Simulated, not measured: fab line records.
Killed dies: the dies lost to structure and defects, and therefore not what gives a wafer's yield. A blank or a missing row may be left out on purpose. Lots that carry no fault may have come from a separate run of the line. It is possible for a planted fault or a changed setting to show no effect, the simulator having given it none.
Split-lot experiment + flow n5 finfet + 7 lots, 21 wafers read, on a route of 1938 steps

## THE SPLIT
At N5_PASSIVATION_AL_DEP_21 (deposits Al, target thk 2800 nm, time 170 s), the setting time s was moved away from the recipe's 170 s on 8 of the 21 wafers read, by -14.1% to +13.6%. For the rest of the wafers, this setting stayed at what the recipe calls for.

Reading taken at the split's own step.

## THE READING
Al_of_PASSIVATION_AL_DEP_21.thk nm (the simulator's own value, which no gauge read), in nm, at N5_PASSIVATION_AL_DEP_21 (deposits Al, target thk 2800 nm, time 170 s). There is no usual value for it anywhere in the file. Average 2808 nm, standard deviation 34 nm, over the 13 wafers here run with the recipe.

| wafer  | tool, chamber at the split | time s as run, s | against the recipe | Al_of_PASSIVATION_AL_DEP_21.thk nm, nm | against lot-mates on the recipe |
|--------|----------------------------|------------------|--------------------|----------------------------------------|---------------------------------|
| L076.1 | pvd sputter-03, -          | 170              | recipe             | 2876                                   | -                               |
| L076.5 | pvd sputter-03, -          | 170              | recipe             | 2807                                   | -                               |
| L076.6 | pvd sputter-03, -          | 152.6            | -10.2%             | 2504                                   | -338                            |
| L080.2 | pvd sputter-01, -          | 183.9            | +8.2%              | 3056                                   | +269                            |
| L080.4 | pvd sputter-01, -          | 183.9            | +8.2%              | 3052                                   | +265                            |
| L080.5 | pvd sputter-01, -          | 170              | recipe             | 2787                                   | -                               |
| L081.2 | pvd sputter-01, -          | 170              | recipe             | 2830                                   | -                               |
| L081.3 | pvd sputter-01, -          | 170              | recipe             | 2811                                   | -                               |
| L081.4 | pvd sputter-01, -          | 170              | recipe             | 2848                                   | -                               |
| L084.3 | pvd sputter-01, -          | 170              | recipe             | 2817                                   | -                               |
| L084.5 | pvd sputter-01, -          | 170              | recipe             | 2844                                   | -                               |
| L084.6 | pvd sputter-01, -          | 192.4            | +13.2%             | 3212                                   | +382                            |
| L091.1 | pvd sputter-01, -          | 170              | recipe             | 2765                                   | -                               |
| L091.4 | pvd sputter-01, -          | 170              | recipe             | 2789                                   | -                               |
| L091.5 | pvd sputter-01, -          | 170              | recipe             | 2754                                   | -                               |
| L094.1 | pvd sputter-03, -          | 193.2            | +13.6%             | 3219                                   | +453                            |
| L094.2 | pvd sputter-03, -          | 170              | recipe             | 2766                                   | -                               |
| L094.5 | pvd sputter-03, -          | 193.2            | +13.6%             | 3229                                   | +463                            |
| L093.3 | pvd sputter-01, -          | 146              | -14.1%             | 2443                                   | -372                            |
| L093.5 | pvd sputter-01, -          | 146              | -14.1%             | 2390                                   | -425                            |
| L093.6 | pvd sputter-01, -          | 170              | recipe             | 2815                                   | -                               |

THE FIT
A straight line over all 21 wafers: Al_of_PASSIVATION_AL_DEP_21.thk nm changes by +29.4 nm for each +1% of time s; r = +0.99; the points scatter about the line by 31 nm.
The same after taking each lot's own level away (the mean of its wafers on the recipe; 21 wafers): +30.8 nm for each +1%; r = +0.99; scatter 25 nm.
According to that fit, moving time s by its largest amount changes the reading by 4.4e+02 nm.
Measured against the standard deviation above, the lots' own levels, which go from 2766.0 to 2841.5 nm, span 2.2 times it.
The two slopes are in agreement: the lot-to-lot level therefore moves the slope only a little.
Check: with one of the wafers moved furthest among these (-14.1%) left out of the fit, the line predicts -447 nm for it against its lot-mates. Against them it came out at -372 nm.

## OTHER SPLITS APPLIED TO THESE WAFERS
These wafers also went through other splits before the reading. Each is held against what the fit with the lots' levels taken away leaves over:
| other split on the same wafers            | wafers away from the commonest value | r with Al_of_PASSIVATION_AL_DEP_21.thk nm (lot level and that fit taken away) |
|-------------------------------------------|--------------------------------------|-------------------------------------------------------------------------------|
| N5_BEOL_M14_PEB_26 peb temp c             | 4                                    | +0.23                                                                         |
| N5_BEOL_M15_DEP_53 time s                 | 6                                    | -0.28                                                                         |
| N5_MIM_BOT_SPUTTER_00 chamber pressure pa | 12                                   | +0.04                                                                         |

## FILE'S OWN FIT
Al_of_PASSIVATION_AL_DEP_21.thk nm changes by +30.8 nm for each +1% of time s, r = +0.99.
